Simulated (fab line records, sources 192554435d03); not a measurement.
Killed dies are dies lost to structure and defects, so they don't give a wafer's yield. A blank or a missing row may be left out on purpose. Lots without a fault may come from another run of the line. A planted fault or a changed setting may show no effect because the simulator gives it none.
Which tool did it? | flow n5_finfet | 12 lots, 36 wafers sampled, at 4 steps of a route of 1938

WHAT THE GAUGES READ, wafer by wafer
N5_PASSIVATION_CD_MEAS_30: target cd 4000 nm. Usual: cd_nm 4001 nm, standard deviation 3.1.
lot  | measured     | on        | cd_nm (nm)     | flag
L495 | day 13 16:53 | cd_sem-03 | 4006 4004 4005 |
L493 | day 13 15:57 | cd_sem-03 | 4003 4004 4005 |
L496 | day 14 07:21 | cd_sem-03 | 4002 4002 4002 |
L497 | day 14 09:20 | cd_sem-03 | 3999 3999 3999 |
L500 | day 14 19:15 | cd_sem-02 | 3998 3995 3998 |
L501 | day 14 22:47 | cd_sem-02 | 4004 4001 3995 |
L502 | day 15 06:56 | cd_sem-03 | 4003 4002 3995 |
L503 | day 15 11:47 | cd_sem-01 | 4002 4004 4006 |
L504 | day 15 08:23 | cd_sem-02 | 3999 3994 3994 |
L505 | day 16 04:43 | cd_sem-01 | 3999 3998 4002 |
L506 | day 16 09:11 | cd_sem-02 | 4003 4003 4000 |
L508 | day 16 13:17 | cd_sem-01 | 3996 3994 4000 |

N5_PASSIVATION_CD_MEAS_44: target cd 40000 nm. Usual: cd_nm 39999 nm, standard deviation 6.
lot  | measured     | on        | cd_nm (nm)        | flag
L495 | day 13 18:37 | cd_sem-01 | 40010 39996 40009 |
L493 | day 13 17:48 | cd_sem-01 | 39992 39993 39997 |
L496 | day 14 09:41 | cd_sem-01 | 39997 39987 39989 |
L497 | day 14 11:41 | cd_sem-03 | 39993 39995 39992 |
L500 | day 14 21:13 | cd_sem-03 | 39994 39996 40005 |
L501 | day 15 01:01 | cd_sem-02 | 39997 39996 39994 |
L502 | day 15 08:47 | cd_sem-02 | 40003 39998 40003 |
L503 | day 15 13:51 | cd_sem-03 | 40006 40011 40007 |
L504 | day 15 10:07 | cd_sem-01 | 40004 40003 40004 |
L505 | day 16 06:37 | cd_sem-01 | 39994 39996 39991 |
L506 | day 16 11:08 | cd_sem-02 | 39992 39995 39994 |
L508 | day 16 15:05 | cd_sem-02 | 39996 39989 39995 |

WHICH TOOL RAN EACH LOT (tool, then ch and the chambers of the sampled wafers, then the start)
lot  | N5_BEOL_M13_ECD_47             | N5_PASSIVATION_AL_ETCH_33
L495 | ecd_cu-02 ch 0,1, day 12 13:11 | rie_metal-01 ch 0, day 13 17:03
L493 | ecd_cu-02 ch 0,1, day 12 17:57 | rie_metal-01 ch 0, day 13 16:12
L496 | ecd_cu-02 ch 0,1, day 13 05:41 | rie_metal-01 ch 0, day 14 07:31
L497 | ecd_cu-01 ch 0, day 13 05:50   | rie_metal-01 ch 0, day 14 09:30
L500 | ecd_cu-02 ch 0,1, day 13 19:50 | rie_metal-02 ch 0,1, day 14 19:25
L501 | ecd_cu-01 ch 0,1, day 13 19:54 | rie_metal-02 ch 0,1, day 14 23:27
L502 | ecd_cu-02 ch 0,1, day 14 03:30 | rie_metal-03 ch 0,1, day 15 07:07
L503 | ecd_cu-02 ch 0,1, day 14 08:43 | rie_metal-03 ch 1, day 15 12:11
L504 | ecd_cu-02 ch 0,1, day 14 09:46 | rie_metal-03 ch 0,1, day 15 08:34
L505 | ecd_cu-02 ch 0,1, day 15 08:46 | rie_metal-02 ch 0,1, day 16 04:55
L506 | ecd_cu-02 ch 0,1, day 15 12:23 | rie_metal-01 ch 0,1, day 16 09:31
L508 | ecd_cu-02 ch 1, day 15 15:50   | rie_metal-01 ch 0, day 16 13:29
- N5_BEOL_M13_ECD_47: material Cu, target thk 936 nm.
- N5_PASSIVATION_AL_ETCH_33: etches Al in Cl2/BCl3, stops on TaN, target depth 2800 nm, time 466.7 s.

WHAT THE TOOLS THEMSELVES READ (means of the sampled wafers that have a number; where no wafer has one, the mark that the record gives instead)
N5_PASSIVATION_AL_ETCH_33. Usual: drypump_motor_current_A 5.7 A, standard deviation 0.39; oes_product_au 0.76 a.u., standard deviation 0.069; throttle_valve_pct 34.2 %, standard deviation 0.33.
lot  | tool         | drypump_motor_current_A (A) | oes_product_au (a.u.) | throttle_valve_pct (%) | flag
L495 | rie_metal-01 | 6.2                         | 0.80                  | 33.8                   |
L493 | rie_metal-01 | 6.2                         | 0.80                  | 33.8                   |
L496 | rie_metal-01 | 6.2                         | 0.79                  | 33.8                   |
L497 | rie_metal-01 | 6.2                         | 0.79                  | 33.8                   |
L500 | rie_metal-02 | 5.8                         | 0.79                  | 34.2                   |
L501 | rie_metal-02 | 5.8                         | 0.80                  | 34.2                   |
L502 | rie_metal-03 | 5.5                         | 0.75                  | 34.6                   |
L503 | rie_metal-03 | 5.3                         | 0.79                  | 34.6                   |
L504 | rie_metal-03 | 5.5                         | 0.75                  | 34.6                   |
L505 | rie_metal-02 | 5.8                         | 0.79                  | 34.2                   |
L506 | rie_metal-01 | 5.8                         | 0.80                  | 33.9                   |
L508 | rie_metal-01 | 6.2                         | 0.77                  | 33.8                   |

THE ANSWER, worked out from the rows above alone
Rule: a lot is off if the mean of its wafers that have a number lies more than 3 standard deviations from the usual mean. A lot without any number at a reading at which 4 lots or more have one is off too. The other lots that the step has rows for count as sound. The gauges are gone through in route order, then the tools' own readings, and for those a lot's mean is taken as printed above. The first step at which some lot is off is used, and at that step the reading that is off furthest; a lot without a number counts as furthest.
No lot is off at any reading shown: from this, nothing can be told.

WHAT THE SIMULATOR HAD PUT IN
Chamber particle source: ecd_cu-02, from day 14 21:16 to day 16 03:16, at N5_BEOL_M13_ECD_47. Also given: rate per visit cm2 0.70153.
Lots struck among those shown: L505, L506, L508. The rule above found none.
